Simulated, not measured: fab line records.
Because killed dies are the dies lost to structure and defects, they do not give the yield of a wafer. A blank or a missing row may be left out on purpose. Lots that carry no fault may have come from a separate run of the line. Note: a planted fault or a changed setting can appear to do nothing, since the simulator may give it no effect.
Matching of chambers || flow nand_harc || NHARC_A_DECK1_JOINT_CMP_13 on cmp-02 has 4 sister chambers
The step polishes, target thk 51.023 nm. 8 wafers are shown with their chamber, then 9 later ones without.

== EACH WAFER AND ITS CHAMBER ==
{"wafer": "L085.1", "chamber": 0, "motor_current_A (A)": 14.2, "edge_zone_pressure_frac": 0.997}
{"wafer": "L089.1", "chamber": 1, "motor_current_A (A)": 13.4, "edge_zone_pressure_frac": 1.000}
{"wafer": "L089.2", "chamber": 3, "motor_current_A (A)": 11.0, "edge_zone_pressure_frac": 0.997}
{"wafer": "L090.4", "chamber": 1, "motor_current_A (A)": 13.1, "edge_zone_pressure_frac": 0.995}
{"wafer": "L090.6", "chamber": 2, "motor_current_A (A)": 13.2, "edge_zone_pressure_frac": 0.989}
{"wafer": "L091.1", "chamber": 3, "motor_current_A (A)": 11.3, "edge_zone_pressure_frac": 1.000}
{"wafer": "L091.2", "chamber": 2, "motor_current_A (A)": 13.1, "edge_zone_pressure_frac": 0.996}
{"wafer": "L091.4", "chamber": 0, "motor_current_A (A)": 13.2, "edge_zone_pressure_frac": 0.993}

== WAFERS WITHOUT THEIR CHAMBER ==
{"wafer": "L093.1", "motor_current_A (A)": 13.4, "edge_zone_pressure_frac": 0.999}
{"wafer": "L093.2", "motor_current_A (A)": 13.4, "edge_zone_pressure_frac": 0.999}
{"wafer": "L093.5", "motor_current_A (A)": 11.0, "edge_zone_pressure_frac": 1.002}
{"wafer": "L094.1", "motor_current_A (A)": 12.8, "edge_zone_pressure_frac": 1.002}
{"wafer": "L094.4", "motor_current_A (A)": 11.7, "edge_zone_pressure_frac": 1.004}
{"wafer": "L094.5", "motor_current_A (A)": 13.0, "edge_zone_pressure_frac": 0.999}
{"wafer": "L097.2", "motor_current_A (A)": 13.6, "edge_zone_pressure_frac": 1.002}
{"wafer": "L097.4", "motor_current_A (A)": 13.0, "edge_zone_pressure_frac": 1.006}
{"wafer": "L097.6", "motor_current_A (A)": 11.5, "edge_zone_pressure_frac": 1.014}

== EACH ONE'S CHAMBER ==
{"wafer": "L093.1", "from the rows above": "can't be placed: 1 or 0 or 2", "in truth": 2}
{"wafer": "L093.2", "from the rows above": "can't be placed: 1 or 0 or 2", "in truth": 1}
{"wafer": "L093.5", "from the rows above": 3, "in truth": 3}
{"wafer": "L094.1", "from the rows above": "can't be placed: 1 or 2 or 0", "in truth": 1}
{"wafer": "L094.4", "from the rows above": 3, "in truth": 3}
{"wafer": "L094.5", "from the rows above": "can't be placed: 1 or 2 or 0", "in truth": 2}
{"wafer": "L097.2", "from the rows above": "can't be placed: 1 or 0 or 2", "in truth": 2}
{"wafer": "L097.4", "from the rows above": "can't be placed: 1 or 0 or 2", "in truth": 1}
{"wafer": "L097.6", "from the rows above": 3, "in truth": 3}
Correctly placed: 3 of 9. Cannot be placed on the basis of these rows: 6; the candidates contain the true chamber in 6. 0 placed wrongly.
How it was worked out, from the rows above alone: a wafer's distance from a chamber is the root of the sum, over the readings, of the square of ((its reading less the chamber's mean) divided by the reading's scatter). If the next closest chamber is less than 2 further off than the closest, the wafer can't be placed; otherwise it belongs to the closest. A chamber's mean is the mean of its shown wafers. How the scatter is found: for the shown wafers, subtract from each reading the mean of its chamber, square and add these, divide the total by (wafers less chambers), then take the root.
